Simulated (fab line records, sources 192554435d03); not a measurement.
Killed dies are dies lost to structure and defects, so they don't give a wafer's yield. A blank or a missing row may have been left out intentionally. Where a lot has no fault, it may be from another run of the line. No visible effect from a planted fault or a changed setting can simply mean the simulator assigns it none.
fab line records | flow n5-finfet | part 2 of 2: steps 19 to 29 of 29
[record] lots = 5 wafers = 15 last-day = 18
route steps=1938 shown FIN_SAQP@138 FIN_CUT@154
lots untouched by any fault: they come from a run of this same line in which no faults occurred
start-h: the number of hours between the record's first day and the start of the first shown wafer of the lot | wait-h: how many hours have passed since the lot's step before this one | " identical to the entry in the row above | L1.1+2: several wafers, shown together as one row | - no value present, or no start provided | * or withheld: withheld | < > ~ a bound
route shown NAME@n: a module of which the file shows steps, and the number in the route of the first | usual: average and standard deviation across the fault-free wafers | same: alike in all rows | chamber/n: place in a boat | sites: per-site readings | _std_site: the standard deviation of these | _edge_site: outer sites' mean less inner sites' | radius-mm: how far each site lies from the wafer's centre | mask NAME#n: copy n | behind: the last tool/chamber to shape the wafer | hold: reason for holding the lot/hours on hold/outcome of the hold | device: names the non-switching transistor (n, p or np) | end of line: the tests these same wafers got at the end of their route | a step without rows: its recipe alone | killed: the dies lost at the first sort to structure and to defects; this is not the yield of the wafer | map: a wafer's dies, x killed, . not, _ none there
set.NAME: the setting the step ran with; set.NAME@STEP: the setting that earlier step ran with | model.NAME: the simulator's own value behind a step, which no gauge read
lots at selected steps of the route; one table per step, one row per wafer
services: from which hour (start-h, from the record's first day; less than 0 if before it) a tool's chamber was out of use, for how many hours, and why
[[steps]]
[step N5_FIN_CUT_COAT_29]
[recipe] resist = underlayer temp-c = 205 time-s = 60 spin-rpm = 1500 resist-thk-nm = 10
[usual] exhaust-pa = 45.0/1.1
// columns lot.wafer tool chamber start-h wait-h exhaust-pa
L086.4 litho-track-01 0 - - 44.0
L086.5 " 0 " " 43.5
L086.6 " 0 " " 44.8
L088.1 litho-track-05 0 - - 43.9
L088.4 " 0 " " 45.7
L088.6 " 0 " " 44.6
L092.1 litho-track-01 0 - - 45.1
L092.4 " 0 " " 46.7
L092.6 " 0 " " 46.1
L093.2 litho-track-05 0 - - 43.5
L093.4 " 0 " " 45.5
L093.5 " 0 " " 45.7
L096.1 litho-track-05 0 - - 44.5
L096.2 " 0 " " 45.6
L096.6 " 0 " " 43.9
[step N5_FIN_CUT_COAT_02]
[recipe] resist = CAR-EUV spin-rpm = 1500 resist-thk-nm = 30
[usual] exhaust-pa = 45.0/0.87
// columns lot.wafer tool chamber start-h wait-h exhaust-pa
L086.4 litho-track-01 0 - - 44.6
L086.5 " 0 " " 44.9
L086.6 " 0 " " 45.9
L088.1 litho-track-05 0 - - 44.6
L088.4 " 0 " " 44.5
L088.6 " 0 " " 44.3
L092.1 litho-track-01 0 - - 45.6
L092.4 " 0 " " 43.7
L092.6 " 0 " " 45.6
L093.2 litho-track-05 0 - - 44.4
L093.4 " 0 " " 44.6
L093.5 " 0 " " 44.0
L096.1 litho-track-05 0 - - 46.0
L096.2 " 0 " " 46.8
L096.6 " 0 " " 45.4
[step N5_FIN_CUT_EBR_04]
[recipe] solvent = PGMEA ebr-width-mm = 1.5
[usual] exhaust-pa = 45.0/1
// columns lot.wafer tool chamber start-h wait-h exhaust-pa
L086.4 litho-track-01 0 - - 44.3
L086.5 " 0 " " 43.6
L086.6 " 0 " " 43.6
L088.1 litho-track-05 0 - - 45.7
L088.4 " 0 " " 45.0
L088.6 " 0 " " 45.4
L092.1 litho-track-01 0 - - 46.7
L092.4 " 0 " " 45.7
L092.6 " 0 " " 46.0
L093.2 litho-track-05 0 - - 44.9
L093.4 " 0 " " 46.0
L093.5 " 0 " " 46.7
L096.1 litho-track-05 0 - - 44.7
L096.2 " 0 " " 44.6
L096.6 " 0 " " 46.1
[step N5_FIN_CUT_SOFTBAKE_03]
[recipe] temp-c = 110 time-s = 60 resist = CAR-EUV
[usual] exhaust-pa = 44.8/1.1
// columns lot.wafer tool chamber start-h wait-h exhaust-pa
L086.4 litho-track-01 0 - - 43.8
L086.5 " 0 " " 44.5
L086.6 " 0 " " 45.5
L088.1 litho-track-05 0 - - 44.2
L088.4 " 0 " " 45.0
L088.6 " 0 " " 42.5
L092.1 litho-track-01 0 - - 45.1
L092.4 " 0 " " 43.5
L092.6 " 0 " " 43.3
L093.2 litho-track-05 0 - - 43.6
L093.4 " 0 " " 43.6
L093.5 " 0 " " 44.0
L096.1 litho-track-05 0 - - 45.7
L096.2 " 0 " " 45.3
L096.6 " 0 " " 44.1
[step N5_FIN_CUT_EXPOSE_05]
[recipe] mask-id = FIN_CUT na = 0.33 source-shape = annular sigma-inner = 0.35 sigma-outer = 0.8 polarization = unpolarized dose-mj = 45.75
// columns lot.wafer tool chamber start-h wait-h mask
L086.4+5+6 euv-scanner-02 0 100.00 - FIN_CUT#0
L088.1+4+6 euv-scanner-01 0 112.68 - FIN_CUT#0
L092.1+4+6 euv-scanner-01 0 134.78 - FIN_CUT#0
L093.2+4+5 euv-scanner-01 0 140.17 - FIN_CUT#0
L096.1+2+6 euv-scanner-02 0 158.50 - FIN_CUT#0
[step N5_FIN_CUT_PEB_06]
[recipe] peb-temp-c = 100 peb-time-s = 60 resist = CAR-EUV
[usual] exhaust-pa = 44.9/0.97
[same] peb-time-s = 60
// columns lot.wafer tool chamber start-h wait-h exhaust-pa
L086.4 litho-track-02 0 100.05 0.0 45.5
L086.5 " 0 " " 45.5
L086.6 " 0 " " 45.7
L088.1 litho-track-01 0 112.75 0.1 45.3
L088.4 " 0 " " 43.6
L088.6 " 0 " " 45.0
L092.1 litho-track-05 0 134.84 0.1 43.1
L092.4 " 0 " " 43.9
L092.6 " 0 " " 43.4
L093.2 litho-track-01 0 140.23 0.1 45.6
L093.4 " 0 " " 45.7
L093.5 " 0 " " 47.8
L096.1 litho-track-05 0 158.57 0.1 45.9
L096.2 " 0 " " 45.2
L096.6 " 0 " " 43.8
[step N5_FIN_CUT_DEVELOP_07]
[recipe] develop-time-s = 30 developer = TMAH resist = CAR-EUV rinse-liquid = surfactant-rinse dry = air-spin dev-temp-c = 23
[usual] exhaust-pa = 45.0/0.95
// columns lot.wafer tool chamber start-h wait-h exhaust-pa
L086.4 litho-track-02 0 - - 46.4
L086.5 " 0 " " 44.8
L086.6 " 0 " " 45.0
L088.1 litho-track-01 0 - - 43.5
L088.4 " 0 " " 45.1
L088.6 " 0 " " 43.6
L092.1 litho-track-05 0 - - 42.4
L092.4 " 0 " " 43.4
L092.6 " 0 " " 45.4
L093.2 litho-track-01 0 - - 45.9
L093.4 " 0 " " 44.5
L093.5 " 0 " " 45.8
L096.1 litho-track-05 0 - - 44.1
L096.2 " 0 " " 43.4
L096.6 " 0 " " 44.6
[step N5_FIN_CUT_CD_MEAS_08]
[recipe] target-cd-nm = 29.1 landing-energy-ev = 500 detector = se-inlens polarity = opening
[usual] cd-nm = 29.09/0.22
// columns lot.wafer tool chamber start-h wait-h cd-nm
L086.4 cd-sem-03 0 100.12 - 29.35
L086.5 " 0 " " 28.96
L086.6 " 0 " " 28.99
L088.1 cd-sem-02 0 112.82 - 29.04
L088.4 " 0 " " 29.02
L088.6 " 0 " " 29.13
L092.1 cd-sem-03 0 134.91 - 29.35
L092.4 " 0 " " 29.13
L092.6 " 0 " " 29.24
L093.2 cd-sem-03 0 140.30 - 29.00
L093.4 " 0 " " 28.81
L093.5 " 0 " " 29.13
L096.1 cd-sem-01 0 158.63 - 29.09
L096.2 " 0 " " 28.94
L096.6 " 0 " " 29.14
[step N5_FIN_CUT_OVL_MEAS_09]
[recipe] points-per-wafer = 522
[usual] FIN_CUT_OVL = 0.0/0.61
[same] points-per-wafer = 522
// columns lot.wafer tool chamber start-h wait-h FIN_CUT_OVL[nm]
L086.4 overlay-01 0 100.16 0.0 -0.3
L086.5 " 0 " " -0.1
L086.6 " 0 " " 0.1
L088.1 overlay-01 0 112.85 0.0 -0.1
L088.4 " 0 " " 0.2
L088.6 " 0 " " 0.0
L092.1 overlay-02 0 134.94 0.0 -0.8
L092.4 " 0 " " 0.9
L092.6 " 0 " " -0.3
L093.2 overlay-01 0 140.33 0.0 -2.0
L093.4 " 0 " " -1.8
L093.5 " 0 " " -1.4
L096.1 overlay-02 0 158.66 0.0 0.8
L096.2 " 0 " " 0.3
L096.6 " 0 " " 0.0
[step N5_FIN_CUT_INSPECT_10]
[recipe] mode = adi inspect-instrument = brightfield
[usual] raw-defect-count = 42/13
// columns lot.wafer tool chamber start-h wait-h raw-defect-count
L086.4 defect-inspect-02 - 100.20 0.0 54
L086.5 " - " " 49
L086.6 " - " " 31
L088.1 defect-inspect-01 - 112.91 0.1 42
L088.4 " - " " 33
L088.6 " - " " 59
L092.1 defect-inspect-01 - 135.00 0.1 25
L092.4 " - " " 40
L092.6 " - " " 37
L093.2 defect-inspect-01 - 140.39 0.0 34
L093.4 " - " " 39
L093.5 " - " " 24
L096.1 defect-inspect-02 - 158.72 0.1 21
L096.2 " - " " 31
L096.6 " - " " 31
[step N5_FIN_CUT_DESCUM_13]
[recipe] chemistry = O2 time-s = 7 source-power-w = 50 bias-power-w = 20 pressure-mtorr = 20 rf-frequency-hz = 2.712e+07 temp-c = 40 resist = CAR-EUV o2-flow-sccm = 225
[usual] drypump-motor-current-A = 5.6/0.42 oes-product-au = 0.80/0.11 rf-vpp-V = 243.3/1.5 showerhead-plenum-p-Torr = 2.10/0.082 throttle-valve-pct = 20.46/0.19
// columns lot.wafer tool chamber start-h wait-h drypump-motor-current-A oes-product-au rf-hours-counter-h rf-vpp-V showerhead-plenum-p-Torr throttle-valve-pct
L086.4 rie-diel-03 3 100.24 0.0 4.7 0.89 26 242.5 2.04 20.56
L086.5 " 2 " " 5.4 0.85 - 245.9 2.22 20.70
L086.6 " 1 " " 5.9 0.93 - 243.4 2.14 20.32
L088.1 rie-diel-04 0 112.94 0.0 5.8 0.69 222 243.0 2.15 20.52
L088.4 " 2 " " 5.8 0.70 - 245.7 2.17 20.67
L088.6 " 3 " " 6.4 0.71 - 241.6 2.00 20.51
L092.1 rie-diel-03 3 135.03 0.0 4.7 0.87 37 241.8 2.04 20.58
L092.4 " 2 " " 5.4 0.84 71 245.0 2.22 20.72
L092.6 " 0 " " 5.2 0.70 - 240.9 1.98 20.65
L093.2 rie-diel-04 0 140.42 0.0 5.8 0.69 232 243.9 2.14 20.54
L093.4 " 2 " " 5.8 0.69 216 245.1 2.16 20.69
L093.5 " 2 " " 5.8 0.68 - 243.5 2.16 20.69
L096.1 rie-diel-01 2 158.76 0.0 5.5 0.69 240 242.1 2.06 20.56
L096.2 " 3 " " 5.4 0.89 38 243.9 2.13 20.36
L096.6 " 3 " " 5.4 0.89 - 243.2 2.13 20.36
[[services]]
// columns tool chamber start-h hours kind
rie-si-05 - 76.48 2.8 pm
euv-scanner-01 - 82.37 1.0 pm
ald-sin-01 - 85.25 14.0 pm
rie-diel-04 1 89.19 5.1 repair
rie-diel-02 2 90.82 4.3 repair
rie-diel-04 1 105.96 14.5 repair
rie-diel-05 3 117.14 1.4 repair
euv-scanner-01 - 118.01 4.6 pm
rie-diel-04 3 120.72 9.8 repair
euv-scanner-02 - 122.61 1.0 pm
ald-sin-01 0 123.97 5.6 repair
euv-scanner-02 - 124.82 0.3 repair
wet-bench-03 - 127.29 1.1 repair
rie-si-05 0 130.86 1.6 repair
rie-si-05 0 136.57 3.3 repair
euv-scanner-01 - 138.52 1.0 pm
ald-sin-01 0 139.14 13.4 repair
rie-si-05 1 145.13 2.4 repair
rie-diel-03 2 147.89 8.5 repair
wet-bench-05 - 148.14 1.9 pm
wet-bench-01 - 148.17 3.1 repair
euv-scanner-02 - 149.61 0.3 repair
rie-si-05 - 155.10 5.2 repair
rie-diel-05 0 158.30 8.1 repair
